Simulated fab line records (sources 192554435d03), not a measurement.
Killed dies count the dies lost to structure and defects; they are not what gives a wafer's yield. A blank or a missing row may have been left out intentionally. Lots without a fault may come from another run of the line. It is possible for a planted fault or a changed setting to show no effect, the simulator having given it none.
Which tool was responsible?	flow n5-finfet	22 lots, 66 wafers sampled, at 6 steps of a route of 1938

WHAT EACH GAUGE READ, for each wafer
N5_BEOL_M15_INSPECT_55: inspects for defects (darkfield). Usual: raw-defect-count 80, standard deviation 24.
lot	measured	on	raw-defect-count	flag
L074	day 11 08:47	defect-inspect-01	89 55 70	
L075	day 11 09:17	defect-inspect-02	80 74 65	
L077	day 11 21:27	defect-inspect-02	69 60 51	
L078	day 12 04:49	defect-inspect-01	55 29 44	
L079	day 12 18:48	defect-inspect-01	101 133 88	
L080	day 12 20:32	defect-inspect-02	76 50 89	
L082	day 13 08:48	defect-inspect-01	88 103 77	
L083	day 13 09:41	defect-inspect-02	115 67 100	
L081	day 13 09:48	defect-inspect-01	93 63 74	
L084	day 13 22:03	defect-inspect-02	204 75 104	
L086	day 14 01:26	defect-inspect-01	30 110 65	
L085	day 14 11:28	defect-inspect-02	61 69 86	
L087	day 14 12:23	defect-inspect-02	100 83 50	
L088	day 14 17:31	defect-inspect-02	64 107 70	
L089	day 14 17:44	defect-inspect-01	127 96 82	
L090	day 15 13:52	defect-inspect-02	83 51 67	
L091	day 15 17:43	defect-inspect-01	79 73 63	
L093	day 16 03:50	defect-inspect-02	101 69 57	
L094	day 16 09:27	defect-inspect-01	79 102 78	
L095	day 16 14:02	defect-inspect-01	53 86 81	
L096	day 17 11:25	defect-inspect-01	42 102 102	
L097	day 17 11:55	defect-inspect-01	55 37 72	

EACH LOT AND THE TOOL THAT RAN IT (in order: tool; ch and the chambers of the sampled wafers; start)
lot	N5_BEOL_M14_STRIP_37	N5_BEOL_M14_SPUTTER_44	N5_BEOL_M15_ILD_DEP_00	N5_BEOL_M15_ETCH_57	N5_BEOL_M15_ETCH_61
L074	rie-diel-02 ch 0,1,3, day 10 23:17	pvd-sputter-02, day 11 01:47	pecvd-02 ch 0,1,2, day 11 02:59	rie-diel-06 ch 0,1,2, day 11 04:13	rie-diel-03 ch 0,1,3, day 11 05:29
L075	rie-diel-04 ch 1,2, day 11 02:45	pvd-sputter-02, day 11 03:17	pecvd-02 ch 0,1, day 11 04:59	rie-diel-06 ch 1,2,3, day 11 06:14	rie-diel-05 ch 0,1,3, day 11 07:07
L077	rie-diel-02 ch 1,3, day 11 13:33	pvd-sputter-03, day 11 14:02	pecvd-02 ch 0,1,2, day 11 15:13	rie-diel-03 ch 1,2,3, day 11 16:27	rie-diel-06 ch 0,2, day 11 17:20
L078	rie-diel-02 ch 0,1,2, day 11 20:24	pvd-sputter-01, day 11 21:49	pecvd-02 ch 0,1, day 11 23:25	rie-diel-06 ch 0,3, day 12 00:53	rie-diel-03 ch 0,2, day 12 01:57
L079	rie-diel-01 ch 0,2,3, day 12 07:37	pvd-sputter-02, day 12 10:17	pecvd-03 ch 0,2, day 12 11:29	rie-diel-06 ch 2,3, day 12 12:59	rie-diel-03 ch 0,2,3, day 12 14:01
L080	rie-diel-01 ch 0,3, day 12 11:51	pvd-sputter-03, day 12 12:31	pecvd-03 ch 1,2, day 12 14:31	rie-diel-03 ch 0,2,3, day 12 15:46	rie-diel-03 ch 1,2, day 12 16:47
L082	rie-diel-04 ch 0,2,3, day 13 02:32	pvd-sputter-02, day 13 03:08	pecvd-02 ch 0,1,2, day 13 04:18	rie-diel-03 ch 2,3, day 13 05:40	rie-diel-05 ch 1,2, day 13 06:37
L083	rie-diel-02 ch 0,3, day 13 02:36	pvd-sputter-03, day 13 03:15	pecvd-04 ch 0,1,2, day 13 04:25	rie-diel-05 ch 0,1,3, day 13 06:05	rie-diel-06 ch 0,3, day 13 07:14
L081	rie-diel-01 ch 1,2,3, day 13 02:49	pvd-sputter-01, day 13 03:16	pecvd-03 ch 0,1,2, day 13 05:00	rie-diel-06 ch 1,2, day 13 06:44	rie-diel-03 ch 1,3, day 13 07:45
L084	rie-diel-01 ch 1,3, day 13 12:25	pvd-sputter-01, day 13 14:50	pecvd-02 ch 0,2, day 13 16:00	rie-diel-05 ch 1,2,3, day 13 17:16	rie-diel-05 ch 0,1,2, day 13 18:10
L086	rie-diel-01 ch 2,3, day 13 15:52	pvd-sputter-02, day 13 16:46	pecvd-04 ch 0,1,2, day 13 17:56	rie-diel-06 ch 0,1,2, day 13 19:10	rie-diel-03 ch 0,2,3, day 13 20:04
L085	rie-diel-04 ch 0,2,3, day 14 04:35	pvd-sputter-02, day 14 05:19	pecvd-03 ch 0,2, day 14 06:45	rie-diel-03 ch 2,3, day 14 08:01	rie-diel-06 ch 0,1, day 14 09:01
L087	rie-diel-04 ch 0,1, day 14 05:04	pvd-sputter-02, day 14 05:41	pecvd-03 ch 0,1,2, day 14 07:08	rie-diel-03 ch 1,2,3, day 14 08:29	rie-diel-06 ch 0,1,3, day 14 09:37
L088	rie-diel-01 ch 1,2,3, day 14 07:49	pvd-sputter-02, day 14 08:14	pecvd-02 ch 0,1,2, day 14 09:25	rie-diel-05 ch 2,3, day 14 10:39	rie-diel-03 ch 0,2,3, day 14 11:40
L089	rie-diel-04 ch 1,2, day 14 08:51	pvd-sputter-01, day 14 09:26	pecvd-03 ch 0,1,2, day 14 10:54	rie-diel-05 ch 0,1,2, day 14 12:16	rie-diel-06 ch 0,1,3, day 14 13:17
L090	rie-diel-01 ch 0,1, day 15 06:11	pvd-sputter-03, day 15 06:49	pecvd-02 ch 0,1,2, day 15 08:06	rie-diel-05 ch 0,3, day 15 09:37	rie-diel-03 ch 1,2,3, day 15 10:40
L091	rie-diel-02 ch 0,3, day 15 08:34	pvd-sputter-01, day 15 09:25	pecvd-04 ch 0,1,2, day 15 10:37	rie-diel-06 ch 1,2,3, day 15 12:05	rie-diel-05 ch 0,2, day 15 13:11
L093	rie-diel-04 ch 1,2,3, day 15 20:29	pvd-sputter-01, day 15 21:19	pecvd-03 ch 0,2, day 15 22:29	rie-diel-06 ch 1,2,3, day 16 00:10	rie-diel-05 ch 0,2,3, day 16 01:12
L094	rie-diel-04 ch 2,3, day 16 02:34	pvd-sputter-01, day 16 03:15	pecvd-02 ch 0,1,2, day 16 05:02	rie-diel-03 ch 0,2,3, day 16 06:32	rie-diel-06 ch 2,3, day 16 07:11
L095	rie-diel-01 ch 1,3, day 16 05:26	pvd-sputter-02, day 16 06:21	pecvd-02 ch 0,2, day 16 07:31	rie-diel-06 ch 2,3, day 16 08:46	rie-diel-03 ch 0,2,3, day 16 09:47
L096	rie-diel-01 ch 1,2,3, day 17 00:04	pvd-sputter-03, day 17 00:50	pecvd-02 ch 0,1,2, day 17 02:01	rie-diel-06 ch 0,1,3, day 17 03:26	rie-diel-03 ch 0,2,3, day 17 04:28
L097	rie-diel-02 ch 0,1,2, day 17 00:07	pvd-sputter-02, day 17 00:54	pecvd-04 ch 0,1,2, day 17 02:05	rie-diel-03 ch 1,3, day 17 03:50	rie-diel-03 ch 0,1,2, day 17 04:46
- N5_BEOL_M14_STRIP_37: strips in O2.
- N5_BEOL_M14_SPUTTER_44: material Ta, target thk 15 nm, time 24.19 s.
- N5_BEOL_M15_ILD_DEP_00: deposits SiO2 from TEOS/O2, target thk 1629.3 nm, time 346.1 s.
- N5_BEOL_M15_ETCH_57: etches SOC in N2/H2, time 750 s.
- N5_BEOL_M15_ETCH_61: etches BARC in N2/H2, target depth 89 nm, overetch 26.7 nm, time 67.9 s.

WHAT THE TOOLS THEMSELVES READ (means of the sampled wafers that have a number; where no wafer has one, the mark that the record gives instead)
N5_BEOL_M14_STRIP_37. Usual: drypump-motor-current-A 5.9 A, standard deviation 0.38; o2-flow-sccm 225.0 sccm, standard deviation 0.66; oes-product-au 0.82 a.u., standard deviation 0.081; rf-vpp-V 3.7 V, standard deviation 0.94; showerhead-plenum-p-Torr 2.11 Torr, standard deviation 0.054; throttle-valve-pct 16.70 %, standard deviation 0.28.
lot	tool	drypump-motor-current-A (A)	o2-flow-sccm (sccm)	oes-product-au (a.u.)	rf-vpp-V (V)	showerhead-plenum-p-Torr (Torr)	throttle-valve-pct (%)	flag
L074	rie-diel-02	5.9	225.2	0.77	5.2	2.12	16.80	
L075	rie-diel-04	6.2	225.1	0.87	3.5	2.08	16.66	
L077	rie-diel-02	6.1	225.3	0.79	4.6	2.14	16.78	
L078	rie-diel-02	6.1	224.6	0.79	3.5	2.12	16.76	
L079	rie-diel-01	6.0	225.1	0.78	4.7	2.08	16.88	
L080	rie-diel-01	5.8	224.9	0.71	3.1	2.04	17.17	
L082	rie-diel-04	5.5	224.6	0.90	3.2	2.11	16.53	
L083	rie-diel-02	5.7	224.6	0.90	3.2	2.12	16.52	
L081	rie-diel-01	6.0	224.4	0.84	3.7	2.12	16.69	
L084	rie-diel-01	5.7	224.6	0.85	2.7	2.12	16.76	
L086	rie-diel-01	5.9	225.0	0.79	3.6	2.11	16.89	
L085	rie-diel-04	5.5	224.9	0.88	3.9	2.11	16.55	
L087	rie-diel-04	6.1	225.6	0.82	4.6	2.09	16.38	
L088	rie-diel-01	6.0	225.3	0.82	3.8	2.11	16.71	
L089	rie-diel-04	6.2	225.3	0.81	4.1	2.07	16.69	
L090	rie-diel-01	5.9	224.8	0.92	3.5	2.22	16.73	
L091	rie-diel-02	5.7	224.7	0.84	3.8	2.11	16.58	
L093	rie-diel-04	5.7	224.7	0.83	4.5	2.07	16.72	
L094	rie-diel-04	5.3	223.9	0.87	3.3	2.11	16.74	
L095	rie-diel-01	5.7	224.8	0.77	4.6	2.11	16.97	
L096	rie-diel-01	6.0	225.3	0.80	3.1	2.11	16.74	
L097	rie-diel-02	6.1	225.0	0.74	3.5	2.10	16.82	

N5_BEOL_M14_SPUTTER_44. Usual: cathode-dc-power-W 15000 W, standard deviation 2.7; susceptor-temp-C 50.00 C, standard deviation 0.099; throttle-valve-pct 29.8 %, standard deviation 1.1.
lot	tool	cathode-dc-power-W (W)	susceptor-temp-C (C)	throttle-valve-pct (%)	flag
L074	pvd-sputter-02	14999	49.94	29.1	
L075	pvd-sputter-02	14999	50.15	30.2	
L077	pvd-sputter-03	15001	50.06	30.1	
L078	pvd-sputter-01	14998	50.00	28.7	
L079	pvd-sputter-02	15000	50.06	29.2	
L080	pvd-sputter-03	15004	50.01	30.2	
L082	pvd-sputter-02	15001	50.04	29.4	
L083	pvd-sputter-03	15001	50.00	29.9	
L081	pvd-sputter-01	15002	49.93	29.7	
L084	pvd-sputter-01	15001	50.03	29.8	
L086	pvd-sputter-02	15000	50.00	30.0	
L085	pvd-sputter-02	15000	49.98	29.5	
L087	pvd-sputter-02	15000	49.99	29.5	
L088	pvd-sputter-02	14999	49.97	30.0	
L089	pvd-sputter-01	15000	49.98	29.5	
L090	pvd-sputter-03	14998	50.00	30.3	
L091	pvd-sputter-01	14997	50.00	30.5	
L093	pvd-sputter-01	15003	49.96	29.4	
L094	pvd-sputter-01	14999	50.03	29.6	
L095	pvd-sputter-02	14999	50.03	30.6	
L096	pvd-sputter-03	15000	50.02	29.7	
L097	pvd-sputter-02	14999	49.94	29.7	

N5_BEOL_M15_ILD_DEP_00. Usual: chamber-pressure-Torr 6.500 Torr, standard deviation 0.015; heater-power-w 565 W, standard deviation 76; showerhead-plenum-p-Torr 8.33 Torr, standard deviation 0.037; susceptor-temp-C 400.01 C, standard deviation 0.22; throttle-valve-pct 18.4 %, standard deviation 1.1.
lot	tool	chamber-pressure-Torr (Torr)	heater-power-w (W)	showerhead-plenum-p-Torr (Torr)	susceptor-temp-C (C)	throttle-valve-pct (%)	flag
L074	pecvd-02	6.508	581	8.32	400.10	17.9	
L075	pecvd-02	6.495	624	8.32	400.16	18.9	
L077	pecvd-02	6.481	582	8.32	399.82	18.0	
L078	pecvd-02	6.508	572	8.31	400.31	18.2	
L079	pecvd-03	6.503	567	8.33	399.84	18.5	
L080	pecvd-03	6.508	548	8.36	400.05	19.5	
L082	pecvd-02	6.491	586	8.31	399.89	18.0	
L083	pecvd-04	6.499	578	8.32	399.97	18.6	
L081	pecvd-03	6.516	564	8.35	400.07	19.0	
L084	pecvd-02	6.498	559	8.31	399.93	17.3	
L086	pecvd-04	6.495	504	8.33	399.90	18.6	
L085	pecvd-03	6.504	590	8.32	400.00	18.6	
L087	pecvd-03	6.516	495	8.35	399.99	18.8	
L088	pecvd-02	6.491	576	8.32	399.76	18.0	
L089	pecvd-03	6.493	574	8.35	400.07	18.9	
L090	pecvd-02	6.500	587	8.32	399.88	18.3	
L091	pecvd-04	6.489	562	8.32	399.98	18.7	
L093	pecvd-03	6.488	559	8.36	399.99	18.3	
L094	pecvd-02	6.496	552	8.32	399.99	18.1	
L095	pecvd-02	6.498	613	8.31	400.24	17.6	
L096	pecvd-02	6.504	600	8.32	400.02	18.0	
L097	pecvd-04	6.494	536	8.31	400.31	18.8	

N5_BEOL_M15_ETCH_57. Usual: drypump-motor-current-A 5.73 A, standard deviation 0.28; oes-product-au 0.77 a.u., standard deviation 0.085; rf-vpp-V 524.3 V, standard deviation 2.6; showerhead-plenum-p-Torr 2.56 Torr, standard deviation 0.09; throttle-valve-pct 17.88 %, standard deviation 0.19.
lot	tool	drypump-motor-current-A (A)	oes-product-au (a.u.)	rf-vpp-V (V)	showerhead-plenum-p-Torr (Torr)	throttle-valve-pct (%)	flag
L074	rie-diel-06	5.75	0.71	524.7	2.56	17.92	
L075	rie-diel-06	5.76	0.76	524.4	2.58	17.92	
L077	rie-diel-03	5.68	0.77	524.3	2.55	17.88	
L078	rie-diel-06	5.81	0.81	524.2	2.56	17.98	
L079	rie-diel-06	5.62	0.74	523.3	2.54	17.91	
L080	rie-diel-03	5.40	0.76	525.4	2.58	17.90	
L082	rie-diel-03	5.34	0.77	525.0	2.58	17.88	
L083	rie-diel-05	5.89	0.77	523.5	2.54	17.79	
L081	rie-diel-06	5.78	0.70	525.5	2.59	17.94	
L084	rie-diel-05	5.84	0.79	525.3	2.59	17.69	
L086	rie-diel-06	5.76	0.69	524.6	2.55	17.96	
L085	rie-diel-03	5.44	0.80	526.4	2.64	17.75	
L087	rie-diel-03	5.68	0.75	524.2	2.54	17.91	
L088	rie-diel-05	5.77	0.82	526.3	2.61	17.76	
L089	rie-diel-05	5.73	0.75	522.3	2.49	17.70	
L090	rie-diel-05	5.94	0.75	522.8	2.50	17.97	
L091	rie-diel-06	5.73	0.83	524.1	2.57	17.80	
L093	rie-diel-06	5.75	0.83	524.5	2.57	17.81	
L094	rie-diel-03	5.39	0.84	524.0	2.57	17.78	
L095	rie-diel-06	5.71	0.87	523.9	2.55	17.83	
L096	rie-diel-06	5.84	0.73	524.4	2.56	18.03	
L097	rie-diel-03	5.90	0.89	526.9	2.65	17.83	

N5_BEOL_M15_ETCH_61. Usual: drypump-motor-current-A 5.7 A, standard deviation 0.31; oes-product-au 0.66 a.u., standard deviation 0.073; rf-vpp-V 524.2 V, standard deviation 2.6; showerhead-plenum-p-Torr 2.56 Torr, standard deviation 0.097; throttle-valve-pct 17.98 %, standard deviation 0.2.
lot	tool	drypump-motor-current-A (A)	oes-product-au (a.u.)	rf-vpp-V (V)	showerhead-plenum-p-Torr (Torr)	throttle-valve-pct (%)	flag
L074	rie-diel-03	5.6	0.60	522.8	2.49	18.16	
L075	rie-diel-05	5.9	0.66	524.5	2.54	17.88	
L077	rie-diel-06	5.7	0.60	524.0	2.51	18.06	
L078	rie-diel-03	5.5	0.70	526.3	2.64	17.87	
L079	rie-diel-03	5.4	0.65	524.8	2.58	18.01	
L080	rie-diel-03	5.8	0.69	525.8	2.61	17.85	
L082	rie-diel-05	5.7	0.63	524.0	2.53	17.66	
L083	rie-diel-06	5.8	0.65	523.3	2.53	18.10	
L081	rie-diel-03	5.5	0.60	522.2	2.48	18.15	
L084	rie-diel-05	5.7	0.64	523.1	2.50	17.80	
L086	rie-diel-03	5.4	0.64	524.1	2.58	18.04	
L085	rie-diel-06	5.8	0.60	524.5	2.55	18.12	
L087	rie-diel-06	5.8	0.64	523.4	2.57	18.12	
L088	rie-diel-03	5.4	0.64	525.2	2.57	18.04	
L089	rie-diel-06	5.9	0.64	524.4	2.57	18.11	
L090	rie-diel-03	5.7	0.63	523.7	2.54	18.03	
L091	rie-diel-05	5.7	0.66	523.3	2.51	17.87	
L093	rie-diel-05	5.9	0.66	524.8	2.55	17.98	
L094	rie-diel-06	5.6	0.79	523.7	2.53	17.73	
L095	rie-diel-03	5.4	0.71	524.7	2.57	17.90	
L096	rie-diel-03	5.4	0.70	524.8	2.56	17.91	
L097	rie-diel-03	5.7	0.77	525.2	2.64	17.78	

THE ANSWER, worked out from the rows above alone
Rule: a lot is off if the mean of its wafers that have a number lies more than 3 standard deviations from the usual mean. A lot without any number at a reading at which 4 lots or more have one is off too. Any other lot the step has rows for is counted as sound. The gauges are gone through in route order, then the tools' own readings, and for those a lot's mean is taken as printed above. The first step at which some lot is off is used, and at that step the reading that is off furthest; a lot without a number counts as furthest.
Nothing can be told from this: no lot is off at any reading shown.

WHAT HAD BEEN PUT IN BY THE SIMULATOR
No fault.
